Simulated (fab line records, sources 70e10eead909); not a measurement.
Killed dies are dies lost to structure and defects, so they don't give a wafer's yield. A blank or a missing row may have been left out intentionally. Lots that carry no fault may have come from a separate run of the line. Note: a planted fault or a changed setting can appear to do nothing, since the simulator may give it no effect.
fab line records -- flow nand_harc
record lots=24, wafers=72, last_day=24
route steps=1159 shown A_BONDPAD@1072 THIN_TSV@1124 END@1158
lots that met no fault: taken from a fault-free run of the same line
start_h: start of the lot's first displayed wafer, in hours after the record's first day -- wait_h: how many hours have passed since the lot's step before this one -- " repeats the value in the row above -- L1.1+2: a row that stands for several wafers -- - no value, or no start was given -- * or withheld: withheld -- < > ~ a bound
route shown NAME@n: NAME is a module with steps in the file, n the number in the route of the first one -- usual: mean and standard deviation over wafers with no fault -- same: alike in all rows -- chamber/n: place in a boat -- sites: each site's reading -- _std_site: the standard deviation of these -- _edge_site: outer sites' mean less inner sites' -- radius_mm: how far each site lies from the wafer's centre -- mask NAME#n: copy n -- behind: tool/chamber where the wafer was last shaped -- hold: cause of the lot's hold/its duration in hours/its outcome -- device: names the non-switching transistor (n, p or np) -- end of line: the route-end tests of the same wafers -- a step given without rows: its recipe and nothing more -- killed: dies that structure and defects cost at the first sort, which is not the same as the wafer's yield -- map: the dies of a wafer, with x for killed, . for not killed, _ for no die there
set.NAME: the setting the step ran with; set.NAME@STEP: the setting that earlier step ran with -- model.NAME: the simulator's own value behind a step, which no gauge read
a sample of lots followed through the steps of the route, with each step as a table and each wafer as a row
services: when a tool's chamber went out of use (start_h, in hours from the record's first day, below 0 if earlier), for how many hours, and the reason
## steps
# step NHARC_A_BONDPAD_CD_MEAS_09
# recipe target_cd_nm=500, landing_energy_ev=500
# usual cd_nm=499.8/1.1
lot.wafer,tool,chamber,start_h,wait_h,cd_nm
L075.1,cd_sem-01,0,435.65,-,499.8
L075.2,cd_sem-01,0,435.65,-,500.8
L075.3,cd_sem-01,0,435.65,-,499.7
L076.2,cd_sem-02,0,436.34,-,499.2
L076.3,cd_sem-02,0,436.34,-,500.4
L076.4,cd_sem-02,0,436.34,-,500.5
L074.1,cd_sem-01,0,437.83,-,499.9
L074.3,cd_sem-01,0,437.83,-,498.0
L074.5,cd_sem-01,0,437.83,-,499.1
L078.4,cd_sem-03,0,438.05,-,500.8
L078.5,cd_sem-03,0,438.05,-,499.7
L078.6,cd_sem-03,0,438.05,-,500.2
L077.1,cd_sem-03,0,438.19,-,498.2
L077.5,cd_sem-03,0,438.19,-,497.9
L077.6,cd_sem-03,0,438.19,-,499.1
L079.1,cd_sem-03,0,441.03,-,500.7
L079.2,cd_sem-03,0,441.03,-,500.7
L079.3,cd_sem-03,0,441.03,-,499.3
L081.1,cd_sem-03,0,457.75,-,499.5
L081.3,cd_sem-03,0,457.75,-,499.6
L081.4,cd_sem-03,0,457.75,-,499.8
L080.1,cd_sem-01,0,463.02,-,500.5
L080.4,cd_sem-01,0,463.02,-,501.0
L080.5,cd_sem-01,0,463.02,-,500.2
L083.3,cd_sem-03,0,468.60,-,499.0
L083.4,cd_sem-03,0,468.60,-,499.8
L083.6,cd_sem-03,0,468.60,-,496.6
L082.3,cd_sem-01,0,482.80,-,499.9
L082.4,cd_sem-01,0,482.80,-,499.8
L082.6,cd_sem-01,0,482.80,-,500.5
L084.1,cd_sem-03,0,495.63,-,499.2
L084.5,cd_sem-03,0,495.63,-,500.5
L084.6,cd_sem-03,0,495.63,-,499.0
L087.3,cd_sem-03,0,496.37,-,500.4
L087.4,cd_sem-03,0,496.37,-,501.7
L087.5,cd_sem-03,0,496.37,-,501.6
L088.2,cd_sem-03,0,498.65,-,501.1
L088.4,cd_sem-03,0,498.65,-,500.2
L088.6,cd_sem-03,0,498.65,-,501.8
L086.1,cd_sem-02,0,510.20,-,499.0
L086.4,cd_sem-02,0,510.20,-,499.5
L086.6,cd_sem-02,0,510.20,-,501.2
L091.1,cd_sem-03,0,518.26,-,499.9
L091.5,cd_sem-03,0,518.26,-,499.7
L091.6,cd_sem-03,0,518.26,-,499.7
L085.2,cd_sem-02,0,520.74,-,501.0
L085.4,cd_sem-02,0,520.74,-,501.1
L085.6,cd_sem-02,0,520.74,-,502.1
L089.1,cd_sem-02,0,523.12,-,499.1
L089.2,cd_sem-02,0,523.12,-,498.9
L089.4,cd_sem-02,0,523.12,-,498.1
L090.1,cd_sem-03,0,523.72,-,499.2
L090.2,cd_sem-03,0,523.72,-,500.2
L090.6,cd_sem-03,0,523.72,-,499.2
L093.1,cd_sem-01,0,524.05,-,501.3
L093.2,cd_sem-01,0,524.05,-,498.6
L093.3,cd_sem-01,0,524.05,-,500.1
L092.2,cd_sem-02,0,524.76,-,498.8
L092.3,cd_sem-02,0,524.76,-,498.7
L092.4,cd_sem-02,0,524.76,-,498.6
L094.1,cd_sem-01,0,529.90,-,501.6
L094.2,cd_sem-01,0,529.90,-,498.9
L094.6,cd_sem-01,0,529.90,-,497.9
L097.3,cd_sem-01,0,535.00,-,500.5
L097.4,cd_sem-01,0,535.00,-,500.4
L097.6,cd_sem-01,0,535.00,-,499.4
L095.1,cd_sem-01,0,535.35,-,501.7
L095.2,cd_sem-01,0,535.35,-,500.9
L095.3,cd_sem-01,0,535.35,-,501.2
L096.2,cd_sem-02,0,542.55,-,500.4
L096.5,cd_sem-02,0,542.55,-,501.2
L096.6,cd_sem-02,0,542.55,-,499.9
# step NHARC_A_BONDPAD_OVL_MEAS_35
# usual overlay_x_nm=1/6.2, overlay_y_nm=0/5.9
lot.wafer,tool,chamber,start_h,wait_h,overlay_x_nm,overlay_y_nm
L075.1,overlay-02,-,435.74,-,-9,3
L075.2,overlay-02,-,435.74,-,-8,3
L075.3,overlay-02,-,435.74,-,-8,2
L076.2,overlay-02,-,436.43,-,-2,2
L076.3,overlay-02,-,436.43,-,-1,2
L076.4,overlay-02,-,436.43,-,-1,2
L074.1,overlay-01,-,437.92,-,-3,-1
L074.3,overlay-01,-,437.92,-,-2,-1
L074.5,overlay-01,-,437.92,-,-3,-1
L078.4,overlay-01,-,438.13,-,-1,4
L078.5,overlay-01,-,438.13,-,-2,5
L078.6,overlay-01,-,438.13,-,-2,4
L077.1,overlay-02,-,438.28,-,1,-6
L077.5,overlay-02,-,438.28,-,2,-6
L077.6,overlay-02,-,438.28,-,1,-5
L079.1,overlay-02,-,441.12,-,7,-9
L079.2,overlay-02,-,441.12,-,7,-10
L079.3,overlay-02,-,441.12,-,7,-10
L081.1,overlay-01,-,457.84,-,-8,-1
L081.3,overlay-01,-,457.84,-,-8,-2
L081.4,overlay-01,-,457.84,-,-8,-1
L080.1,overlay-01,-,463.10,-,-4,-3
L080.4,overlay-01,-,463.10,-,-4,-3
L080.5,overlay-01,-,463.10,-,-4,-3
L083.3,overlay-02,-,468.69,-,3,5
L083.4,overlay-02,-,468.69,-,4,5
L083.6,overlay-02,-,468.69,-,3,5
L082.3,overlay-02,-,482.88,-,4,3
L082.4,overlay-02,-,482.88,-,4,3
L082.6,overlay-02,-,482.88,-,3,4
L084.1,overlay-02,-,495.72,-,-6,9
L084.5,overlay-02,-,495.72,-,-7,9
L084.6,overlay-02,-,495.72,-,-7,9
L087.3,overlay-02,-,496.45,-,2,1
L087.4,overlay-02,-,496.45,-,2,0
L087.5,overlay-02,-,496.45,-,2,0
L088.2,overlay-02,-,498.75,-,12,-4
L088.4,overlay-02,-,498.75,-,12,-3
L088.6,overlay-02,-,498.75,-,13,-3
L086.1,overlay-01,-,510.29,-,0,0
L086.4,overlay-01,-,510.29,-,0,1
L086.6,overlay-01,-,510.29,-,0,1
L091.1,overlay-01,-,518.35,-,5,9
L091.5,overlay-01,-,518.35,-,5,10
L091.6,overlay-01,-,518.35,-,5,9
L085.2,overlay-01,-,520.82,-,9,-3
L085.4,overlay-01,-,520.82,-,8,-3
L085.6,overlay-01,-,520.82,-,9,-3
L089.1,overlay-01,-,523.21,-,5,-3
L089.2,overlay-01,-,523.21,-,6,-3
L089.4,overlay-01,-,523.21,-,6,-3
L090.1,overlay-01,-,523.81,-,5,-5
L090.2,overlay-01,-,523.81,-,5,-5
L090.6,overlay-01,-,523.81,-,5,-6
L093.1,overlay-01,-,524.14,-,-6,13
L093.2,overlay-01,-,524.14,-,-7,13
L093.3,overlay-01,-,524.14,-,-6,13
L092.2,overlay-01,-,524.85,-,-4,-13
L092.3,overlay-01,-,524.85,-,-4,-14
L092.4,overlay-01,-,524.85,-,-4,-13
L094.1,overlay-02,-,529.99,-,-3,-4
L094.2,overlay-02,-,529.99,-,-4,-5
L094.6,overlay-02,-,529.99,-,-4,-4
L097.3,overlay-02,-,535.08,-,16,-3
L097.4,overlay-02,-,535.08,-,16,-4
L097.6,overlay-02,-,535.08,-,15,-3
L095.1,overlay-02,-,535.45,-,-2,1
L095.2,overlay-02,-,535.45,-,-3,2
L095.3,overlay-02,-,535.45,-,-3,1
L096.2,overlay-02,-,542.64,-,7,-3
L096.5,overlay-02,-,542.64,-,7,-3
L096.6,overlay-02,-,542.64,-,7,-3
# step NHARC_A_BONDPAD_DEGAS_25
# recipe temp_c=300, time_s=60
# usual heater_power_w=451/39, susceptor_temp_C=299.99/0.19
lot.wafer,tool,chamber,start_h,wait_h,heater_power_w,susceptor_temp_C
L075.3,pvd_sputter-02,-,436.83,-,413,299.78
L075.1,pvd_sputter-02,-,436.83,-,537,300.13
L075.2,pvd_sputter-02,-,436.83,-,481,300.13
L076.3,pvd_sputter-02,-,437.49,-,409,299.65
L076.2,pvd_sputter-02,-,437.49,-,497,300.08
L076.4,pvd_sputter-02,-,437.49,-,464,300.03
L074.3,pvd_sputter-02,-,439.01,-,525,299.83
L074.1,pvd_sputter-02,-,439.01,-,413,299.84
L074.5,pvd_sputter-02,-,439.01,-,536,299.90
L078.4,pvd_sputter-01,-,439.21,-,522,299.56
L078.6,pvd_sputter-01,-,439.21,-,514,299.83
L078.5,pvd_sputter-01,-,439.21,-,439,299.89
L077.1,pvd_sputter-03,-,439.37,-,406,299.95
L077.5,pvd_sputter-03,-,439.37,-,422,299.96
L077.6,pvd_sputter-03,-,439.37,-,428,299.69
L079.1,pvd_sputter-01,-,442.19,-,426,299.91
L079.2,pvd_sputter-01,-,442.19,-,526,299.89
L079.3,pvd_sputter-01,-,442.19,-,410,299.84
L081.4,pvd_sputter-02,-,459.03,-,478,300.09
L081.1,pvd_sputter-02,-,459.03,-,410,300.13
L081.3,pvd_sputter-02,-,459.03,-,516,299.98
L080.1,pvd_sputter-02,-,464.17,-,524,300.35
L080.4,pvd_sputter-02,-,464.17,-,483,299.80
L080.5,pvd_sputter-02,-,464.17,-,406,300.11
L083.4,pvd_sputter-02,-,469.80,-,468,300.19
L083.3,pvd_sputter-02,-,469.80,-,483,299.70
L083.6,pvd_sputter-02,-,469.80,-,410,299.92
L082.3,pvd_sputter-03,-,483.97,-,430,300.06
L082.4,pvd_sputter-03,-,483.97,-,422,300.19
L082.6,pvd_sputter-03,-,483.97,-,445,299.96
L084.1,pvd_sputter-03,-,497.04,-,447,299.86
L084.5,pvd_sputter-03,-,497.04,-,414,300.05
L084.6,pvd_sputter-03,-,497.04,-,440,300.01
L087.3,pvd_sputter-02,-,497.58,-,530,300.05
L087.4,pvd_sputter-02,-,497.58,-,475,299.94
L087.5,pvd_sputter-02,-,497.58,-,515,300.20
L088.2,pvd_sputter-01,-,500.30,-,429,300.33
L088.4,pvd_sputter-01,-,500.30,-,516,300.01
L088.6,pvd_sputter-01,-,500.30,-,417,300.10
L086.4,pvd_sputter-02,-,511.39,-,407,300.08
L086.1,pvd_sputter-02,-,511.39,-,487,299.81
L086.6,pvd_sputter-02,-,511.39,-,400,299.89
L091.1,pvd_sputter-03,-,519.43,-,454,300.12
L091.5,pvd_sputter-03,-,519.43,-,454,300.01
L091.6,pvd_sputter-03,-,519.43,-,427,300.12
L085.2,pvd_sputter-03,-,521.90,-,419,-
L085.4,pvd_sputter-03,-,521.90,-,465,-
L085.6,pvd_sputter-03,-,521.90,-,420,-
L089.4,pvd_sputter-02,-,524.84,-,481,299.81
L089.1,pvd_sputter-02,-,524.84,-,455,300.17
L089.2,pvd_sputter-02,-,524.84,-,413,300.27
L090.1,pvd_sputter-03,-,524.88,-,416,300.19
L090.2,pvd_sputter-03,-,524.88,-,452,300.18
L090.6,pvd_sputter-03,-,524.88,-,422,300.15
L093.1,pvd_sputter-01,-,525.29,-,420,299.94
L093.3,pvd_sputter-01,-,525.29,-,422,300.19
L093.2,pvd_sputter-01,-,525.29,-,516,299.97
L092.3,pvd_sputter-02,-,525.92,-,403,300.25
L092.4,pvd_sputter-02,-,525.92,-,525,299.92
L092.2,pvd_sputter-02,-,525.92,-,483,300.32
L094.2,pvd_sputter-03,-,531.16,-,455,-
L094.1,pvd_sputter-03,-,531.16,-,431,-
L094.6,pvd_sputter-03,-,531.16,-,452,-
L097.3,pvd_sputter-03,-,536.24,-,446,300.13
L097.4,pvd_sputter-03,-,536.24,-,439,300.08
L097.6,pvd_sputter-03,-,536.24,-,448,299.64
L095.3,pvd_sputter-02,-,536.71,-,469,300.19
L095.1,pvd_sputter-02,-,536.71,-,420,300.25
L095.2,pvd_sputter-02,-,536.71,-,478,299.87
L096.2,pvd_sputter-01,-,543.71,-,413,300.29
L096.6,pvd_sputter-01,-,543.71,-,418,300.15
L096.5,pvd_sputter-01,-,543.71,-,418,300.32
# step NHARC_A_BONDPAD_INSPECT_23
# usual raw_defect_count=457/130
lot.wafer,tool,chamber,start_h,wait_h,raw_defect_count
L075.1,defect_inspect-01,-,438.43,0.1,480
L075.2,defect_inspect-01,-,438.43,0.1,379
L075.3,defect_inspect-01,-,438.43,0.1,376
L076.2,defect_inspect-02,-,439.10,0.0,568
L076.3,defect_inspect-02,-,439.10,0.0,391
L076.4,defect_inspect-02,-,439.10,0.0,393
L074.1,defect_inspect-01,-,440.63,0.0,305
L074.3,defect_inspect-01,-,440.63,0.0,295
L074.5,defect_inspect-01,-,440.63,0.0,309
L078.4,defect_inspect-02,-,440.84,0.0,423
L078.5,defect_inspect-02,-,440.84,0.0,440
L078.6,defect_inspect-02,-,440.84,0.0,388
L077.1,defect_inspect-01,-,441.05,0.0,447
L077.5,defect_inspect-01,-,441.05,0.0,381
L077.6,defect_inspect-01,-,441.05,0.0,348
L079.1,defect_inspect-01,-,443.79,0.0,344
L079.2,defect_inspect-01,-,443.79,0.0,323
L079.3,defect_inspect-01,-,443.79,0.0,420
L081.1,defect_inspect-02,-,460.66,0.0,652
L081.3,defect_inspect-02,-,460.66,0.0,564
L081.4,defect_inspect-02,-,460.66,0.0,603
L080.1,defect_inspect-02,-,465.78,0.0,661
L080.4,defect_inspect-02,-,465.78,0.0,488
L080.5,defect_inspect-02,-,465.78,0.0,471
L083.3,defect_inspect-02,-,471.47,0.0,370
L083.4,defect_inspect-02,-,471.47,0.0,346
L083.6,defect_inspect-02,-,471.47,0.0,496
L082.3,defect_inspect-01,-,486.12,0.0,386
L082.4,defect_inspect-01,-,486.12,0.0,386
L082.6,defect_inspect-01,-,486.12,0.0,380
L084.1,defect_inspect-02,-,498.65,0.0,615
L084.5,defect_inspect-02,-,498.65,0.0,665
L084.6,defect_inspect-02,-,498.65,0.0,602
L087.3,defect_inspect-02,-,499.19,0.0,380
L087.4,defect_inspect-02,-,499.19,0.0,411
L087.5,defect_inspect-02,-,499.19,0.0,461
L088.2,defect_inspect-01,-,501.91,0.0,449
L088.4,defect_inspect-01,-,501.91,0.0,355
L088.6,defect_inspect-01,-,501.91,0.0,391
L086.1,defect_inspect-02,-,512.99,0.0,445
L086.4,defect_inspect-02,-,512.99,0.0,537
L086.6,defect_inspect-02,-,512.99,0.0,435
L091.1,defect_inspect-02,-,521.28,0.0,388
L091.5,defect_inspect-02,-,521.28,0.0,320
L091.6,defect_inspect-02,-,521.28,0.0,699
L085.2,defect_inspect-01,-,523.55,0.0,499
L085.4,defect_inspect-01,-,523.55,0.0,455
L085.6,defect_inspect-01,-,523.55,0.0,458
L089.1,defect_inspect-02,-,526.48,0.0,533
L089.2,defect_inspect-02,-,526.48,0.0,384
L089.4,defect_inspect-02,-,526.48,0.0,500
L090.1,defect_inspect-01,-,526.64,0.0,559
L090.2,defect_inspect-01,-,526.64,0.0,709
L090.6,defect_inspect-01,-,526.64,0.0,447
L093.1,defect_inspect-02,-,527.13,0.0,407
L093.2,defect_inspect-02,-,527.13,0.0,392
L093.3,defect_inspect-02,-,527.13,0.0,493
L092.2,defect_inspect-02,-,527.59,0.0,379
L092.3,defect_inspect-02,-,527.59,0.0,482
L092.4,defect_inspect-02,-,527.59,0.0,376
L094.1,defect_inspect-01,-,532.78,0.0,378
L094.2,defect_inspect-01,-,532.78,0.0,583
L094.6,defect_inspect-01,-,532.78,0.0,338
L097.3,defect_inspect-01,-,537.88,0.0,424
L097.4,defect_inspect-01,-,537.88,0.0,339
L097.6,defect_inspect-01,-,537.88,0.0,245
L095.1,defect_inspect-01,-,538.32,0.0,689
L095.2,defect_inspect-01,-,538.32,0.0,508
L095.3,defect_inspect-01,-,538.32,0.0,846
L096.2,defect_inspect-02,-,545.38,0.0,493
L096.5,defect_inspect-02,-,545.38,0.0,430
L096.6,defect_inspect-02,-,545.38,0.0,401
# step NHARC_THIN_TSV_DEP_47
# recipe target_thk_a=2000, temp_c=withheld, pressure_torr=6.5, rf_w=900, teos_flow_sccm=161.4, flow_sccm=2650, target_thk_nm=200, gas=O2, material=SiO2
# usual throttle_valve_pct=15.9/0.53
lot.wafer,tool,chamber,start_h,wait_h,throttle_valve_pct
L076.3,pecvd-01,1,453.02,-,14.7
L076.2,pecvd-01,0,453.02,-,16.4
L076.4,pecvd-01,1,453.02,-,14.8
L075.2,pecvd-01,1,454.31,-,14.8
L075.1,pecvd-01,2,454.31,-,15.9
L075.3,pecvd-01,0,454.31,-,16.4
L074.1,pecvd-04,2,456.85,-,15.7
L074.3,pecvd-04,0,456.85,-,16.2
L074.5,pecvd-04,2,456.85,-,15.6
L077.1,pecvd-04,1,458.72,-,15.8
L077.5,pecvd-04,0,458.72,-,16.3
L077.6,pecvd-04,1,458.72,-,15.8
L078.5,pecvd-04,1,459.76,-,15.8
L078.6,pecvd-04,2,459.76,-,15.5
L078.4,pecvd-04,0,459.76,-,16.0
L079.1,pecvd-04,0,460.98,-,16.2
L079.3,pecvd-04,1,460.98,-,15.8
L079.2,pecvd-04,2,460.98,-,15.8
L081.1,pecvd-02,2,475.08,-,15.4
L081.3,pecvd-02,0,475.08,-,17.3
L081.4,pecvd-02,0,475.08,-,17.0
L080.1,pecvd-04,1,482.99,-,15.8
L080.4,pecvd-04,1,482.99,-,15.7
L080.5,pecvd-04,2,482.99,-,15.8
L083.3,pecvd-04,1,484.12,-,16.1
L083.6,pecvd-04,2,484.12,-,15.9
L083.4,pecvd-04,0,484.12,-,16.6
L082.3,pecvd-04,1,502.92,-,15.6
L082.6,pecvd-04,2,502.92,-,15.9
L082.4,pecvd-04,0,502.92,-,16.5
L084.1,pecvd-04,1,517.73,-,15.9
L084.6,pecvd-04,0,517.73,-,16.3
L084.5,pecvd-04,2,517.73,-,15.7
L088.2,pecvd-04,2,519.13,-,15.8
L088.6,pecvd-04,0,519.13,-,16.6
L088.4,pecvd-04,2,519.13,-,15.9
L087.3,pecvd-01,0,520.07,-,16.5
L087.4,pecvd-01,0,520.07,-,16.6
L087.5,pecvd-01,2,520.07,-,16.5
L086.1,pecvd-01,0,529.50,-,16.6
L086.4,pecvd-01,0,529.50,-,16.6
L086.6,pecvd-01,1,529.50,-,15.1
L091.1,pecvd-04,0,536.82,-,16.1
L091.6,pecvd-04,1,536.82,-,16.0
L091.5,pecvd-04,2,536.82,-,15.8
L085.2,pecvd-04,2,538.04,-,16.1
L085.6,pecvd-04,0,538.04,-,16.4
L085.4,pecvd-04,2,538.04,-,15.8
L089.2,pecvd-04,0,541.33,-,16.6
L089.1,pecvd-04,2,541.33,-,15.9
L089.4,pecvd-04,1,541.33,-,16.3
L090.2,pecvd-02,0,543.40,-,16.5
L090.1,pecvd-02,2,543.40,-,15.5
L090.6,pecvd-02,2,543.40,-,15.5
L093.1,pecvd-01,0,544.83,-,16.5
L093.2,pecvd-01,1,544.83,-,15.0
L093.3,pecvd-01,2,544.83,-,16.5
L092.3,pecvd-02,0,546.79,-,16.4
L092.2,pecvd-02,2,546.79,-,15.1
L092.4,pecvd-02,2,546.79,-,15.3
L094.1,pecvd-02,1,548.67,-,15.3
L094.2,pecvd-02,2,548.67,-,15.3
L094.6,pecvd-02,1,548.67,-,15.3
L097.3,pecvd-04,0,553.59,-,16.5
L097.4,pecvd-04,0,553.59,-,16.5
L097.6,pecvd-04,2,553.59,-,15.8
L095.3,pecvd-01,2,554.64,-,16.2
L095.2,pecvd-01,0,554.64,-,16.5
L095.1,pecvd-01,1,554.64,-,15.0
L096.2,pecvd-02,2,559.72,-,15.2
L096.5,pecvd-02,2,559.72,-,15.5
L096.6,pecvd-02,0,559.72,-,16.6
# step NHARC_END_WLT_00
# usual VT_DECK1_BOTTOM=0.873/0.007, VT_DECK1_BOTTOM_INNER=0.873/0.007, VT_DECK1_MEDIAN_NEAR_BOTTOM=0.874/0.0071, VT_DECK1_MEDIAN_NEAR_BOTTOM_INNER=0.873/0.0075, VT_DECK1_MIDDLE=0.885/0.0061, VT_DECK1_MIDDLE_INNER=0.885/0.0068, VT_DECK1_TOP=0.897/0.0061, VT_DECK1_TOP_INNER=0.897/0.0068
lot.wafer,tool,chamber,start_h,wait_h,VT_DECK1_BOTTOM,VT_DECK1_BOTTOM_INNER,VT_DECK1_MEDIAN_NEAR_BOTTOM,VT_DECK1_MEDIAN_NEAR_BOTTOM_INNER,VT_DECK1_MIDDLE,VT_DECK1_MIDDLE_INNER,VT_DECK1_TOP,VT_DECK1_TOP_INNER
L075.1,prober-02,-,463.47,0.1,0.872,0.884,0.875,0.878,0.897,0.888,0.887,0.897
L075.2,prober-02,-,463.47,0.1,0.874,0.868,0.870,0.865,0.886,0.888,0.900,0.900
L075.3,prober-02,-,463.47,0.1,0.864,0.868,0.874,0.874,0.887,0.882,0.892,0.900
L076.2,prober-01,-,463.95,0.5,0.878,0.887,0.878,0.879,0.884,0.881,0.904,0.900
L076.3,prober-01,-,463.95,0.5,0.872,0.870,0.881,0.880,0.885,0.888,0.903,0.898
L076.4,prober-01,-,463.95,0.5,0.871,0.867,0.879,0.872,0.894,0.891,0.909,0.902
L077.1,prober-02,-,471.40,4.7,0.873,0.872,0.876,0.883,0.889,0.890,0.892,0.898
L077.5,prober-02,-,473.43,6.8,0.878,0.880,0.877,0.884,0.893,0.888,0.907,0.906
L077.6,prober-02,-,473.43,6.8,0.881,0.884,0.889,0.887,0.889,0.889,0.898,0.896
L074.1,prober-01,-,478.95,12.3,0.882,0.885,0.886,0.883,0.894,0.898,0.902,0.898
L074.3,prober-01,-,479.95,13.3,0.879,0.878,0.875,0.876,0.884,0.893,0.907,0.901
L074.5,prober-01,-,480.95,14.3,0.879,0.875,0.887,0.879,0.894,0.896,0.906,0.901
L079.1,prober-02,-,479.27,9.5,0.871,0.873,0.876,0.866,0.885,0.882,0.890,0.890
L079.2,prober-02,-,479.27,9.5,0.879,0.866,0.868,0.866,0.877,0.882,0.888,0.891
L079.3,prober-02,-,479.27,9.5,0.863,0.870,0.876,0.871,0.882,0.877,0.891,0.886
L081.1,prober-02,-,487.05,2.0,0.864,0.871,0.875,0.862,0.874,0.869,0.893,0.895
L081.3,prober-02,-,488.05,3.0,0.864,0.860,0.863,0.875,0.888,0.876,0.891,0.902
L081.4,prober-02,-,488.05,3.0,0.862,0.867,0.870,0.863,0.879,0.880,0.891,0.886
L078.4,prober-01,-,488.23,18.4,0.883,0.877,0.890,0.884,0.895,0.887,0.903,0.902
L078.5,prober-01,-,488.23,18.4,0.881,0.890,0.888,0.890,0.897,0.899,0.906,0.914
L078.6,prober-01,-,488.23,18.4,0.886,0.880,0.884,0.893,0.897,0.894,0.908,0.899
L080.1,prober-01,-,494.49,1.5,0.870,0.873,0.869,0.870,0.886,0.889,0.891,0.895
L080.4,prober-01,-,495.99,3.0,0.874,0.866,0.873,0.872,0.884,0.881,0.896,0.893
L080.5,prober-01,-,495.99,3.0,0.864,0.868,0.866,0.864,0.883,0.883,0.894,0.884
L083.3,prober-02,-,495.85,2.8,0.864,0.864,0.876,0.859,0.884,0.884,0.885,0.885
L083.4,prober-02,-,495.85,2.8,0.859,0.863,0.869,0.857,0.874,0.876,0.888,0.881
L083.6,prober-02,-,497.35,4.3,0.868,0.856,0.856,0.857,0.878,0.871,0.890,0.886
L082.3,prober-01,-,513.98,1.1,0.873,0.865,0.871,0.864,0.886,0.881,0.887,0.887
L082.4,prober-01,-,513.98,1.1,0.871,0.867,0.864,0.871,0.878,0.884,0.888,0.896
L082.6,prober-01,-,515.50,2.6,0.862,0.865,0.877,0.867,0.880,0.882,0.894,0.891
L084.1,prober-01,-,527.95,0.0,0.878,0.881,0.881,0.881,0.888,0.894,0.901,0.910
L084.5,prober-01,-,529.98,2.1,0.877,0.882,0.879,0.876,0.894,0.902,0.900,0.899
L084.6,prober-01,-,529.98,2.1,0.873,0.879,0.876,0.879,0.890,0.891,0.907,0.908
L087.3,prober-02,-,528.97,1.1,0.874,0.878,0.886,0.883,0.886,0.890,0.898,0.901
L087.4,prober-02,-,528.97,1.1,0.876,0.877,0.880,0.884,0.882,0.898,0.904,0.900
L087.5,prober-02,-,528.97,1.1,0.880,0.874,0.879,0.878,0.893,0.893,0.910,0.902
L088.2,prober-02,-,536.23,8.3,0.868,0.865,0.873,0.871,0.888,0.882,0.903,0.894
L088.4,prober-02,-,537.24,9.3,0.875,0.858,0.871,0.868,0.880,0.883,0.909,0.892
L088.6,prober-02,-,538.25,10.3,0.877,0.878,0.879,0.878,0.894,0.881,0.897,0.892
L086.1,prober-01,-,539.43,0.0,0.878,0.876,0.875,0.882,0.889,0.892,0.905,0.902
L086.4,prober-01,-,540.94,1.5,0.877,0.873,0.874,0.877,0.891,0.889,0.893,0.895
L086.6,prober-01,-,541.94,2.6,0.882,0.878,0.881,0.877,0.891,0.885,0.899,0.902
L091.1,prober-01,-,548.74,0.0,0.862,0.864,0.868,0.868,0.886,0.875,0.895,0.891
L091.5,prober-01,-,550.75,2.0,0.880,0.872,0.870,0.862,0.878,0.884,0.892,0.896
L091.6,prober-01,-,550.75,2.0,0.872,0.866,0.862,0.877,0.879,0.883,0.897,0.882
L085.2,prober-02,-,549.26,0.6,0.862,0.868,0.861,0.868,0.873,0.881,0.889,0.883
L085.4,prober-02,-,550.26,1.6,0.861,0.862,0.871,0.871,0.877,0.883,0.895,0.897
L085.6,prober-02,-,551.26,2.6,0.863,0.863,0.870,0.865,0.877,0.884,0.893,0.887
L093.1,prober-02,-,556.57,3.1,0.877,0.879,0.879,0.874,0.888,0.883,0.900,0.891
L093.2,prober-02,-,556.57,3.1,0.869,0.873,0.875,0.884,0.895,0.889,0.903,0.906
L093.3,prober-02,-,556.57,3.1,0.880,0.878,0.875,0.873,0.888,0.891,0.896,0.898
L090.1,prober-01,-,556.65,3.1,0.878,0.877,0.878,0.879,0.885,0.891,0.895,0.906
L090.2,prober-01,-,556.65,3.1,0.890,0.879,0.871,0.877,0.895,0.889,0.903,0.896
L090.6,prober-01,-,559.16,5.6,0.878,0.875,0.874,0.871,0.884,0.893,0.908,0.899
L089.1,prober-02,-,564.39,10.9,0.869,0.873,0.868,0.871,0.888,0.890,0.900,0.897
L089.2,prober-02,-,564.39,10.9,0.868,0.868,0.871,0.867,0.887,0.887,0.903,0.907
L089.4,prober-02,-,565.91,12.4,0.871,0.874,0.871,0.870,0.881,0.882,0.899,0.893
L092.2,prober-01,-,564.94,7.7,0.877,0.871,0.885,0.876,0.887,0.885,0.896,0.900
L092.3,prober-01,-,564.94,7.7,0.877,0.877,0.879,0.866,0.885,0.888,0.893,0.893
L092.4,prober-01,-,564.94,7.7,0.873,0.870,0.874,0.865,0.875,0.886,0.890,0.898
L094.1,prober-01,-,572.26,15.0,0.870,0.866,0.870,0.872,0.891,0.881,0.899,0.898
L094.2,prober-01,-,572.26,15.0,0.865,0.871,0.870,0.870,0.887,0.883,0.887,0.895
L094.6,prober-01,-,574.78,17.5,0.874,0.878,0.878,0.880,0.887,0.888,0.898,0.900
L097.3,prober-02,-,573.26,9.6,0.881,0.869,0.871,0.872,0.890,0.887,0.905,0.894
L097.4,prober-02,-,573.26,9.6,0.873,0.874,0.875,0.875,0.891,0.884,0.897,0.902
L097.6,prober-02,-,574.76,11.1,0.874,0.879,0.871,0.877,0.878,0.880,0.905,0.894
L095.1,prober-01,-,580.05,16.4,0.874,0.877,0.874,0.880,0.886,0.881,0.900,0.887
L095.2,prober-01,-,580.05,16.4,0.875,0.868,0.868,0.870,0.881,0.874,0.893,0.895
L095.3,prober-01,-,580.05,16.4,0.874,0.864,0.867,0.867,0.879,0.873,0.890,0.893
L096.2,prober-02,-,580.57,11.0,0.877,0.878,0.880,0.874,0.883,0.881,0.897,0.895
L096.5,prober-02,-,582.07,12.5,0.881,0.876,0.888,0.882,0.885,0.894,0.899,0.901
L096.6,prober-02,-,582.07,12.5,0.887,0.879,0.878,0.876,0.887,0.893,0.908,0.899
## services
tool,chamber,start_h,hours,kind
pecvd-01,-,418.35,13.0,pm
pecvd-01,0,418.35,13.0,vent_cycle
pecvd-01,1,418.35,13.0,vent_cycle
pecvd-01,2,418.35,13.0,vent_cycle
pecvd-01,0,431.35,-,clean
pecvd-01,1,431.35,-,clean
pecvd-01,2,431.35,-,clean
pvd_sputter-03,-,458.04,10.0,pm
pecvd-02,-,483.92,3.8,repair
pvd_sputter-01,-,514.04,10.0,pm
pecvd-02,-,515.42,13.0,pm
pecvd-02,0,515.42,13.0,vent_cycle
pecvd-02,1,515.42,13.0,vent_cycle
pecvd-02,2,515.42,13.0,vent_cycle
pecvd-04,-,516.57,0.6,repair
pvd_sputter-02,-,525.97,4.2,repair
pecvd-02,0,528.42,-,clean
pecvd-02,1,528.42,-,clean
pecvd-02,2,528.42,-,clean
pecvd-04,-,557.24,13.0,pm
pecvd-04,0,557.24,13.0,vent_cycle
pecvd-04,1,557.24,13.0,vent_cycle
pecvd-04,2,557.24,13.0,vent_cycle
## key
fault none
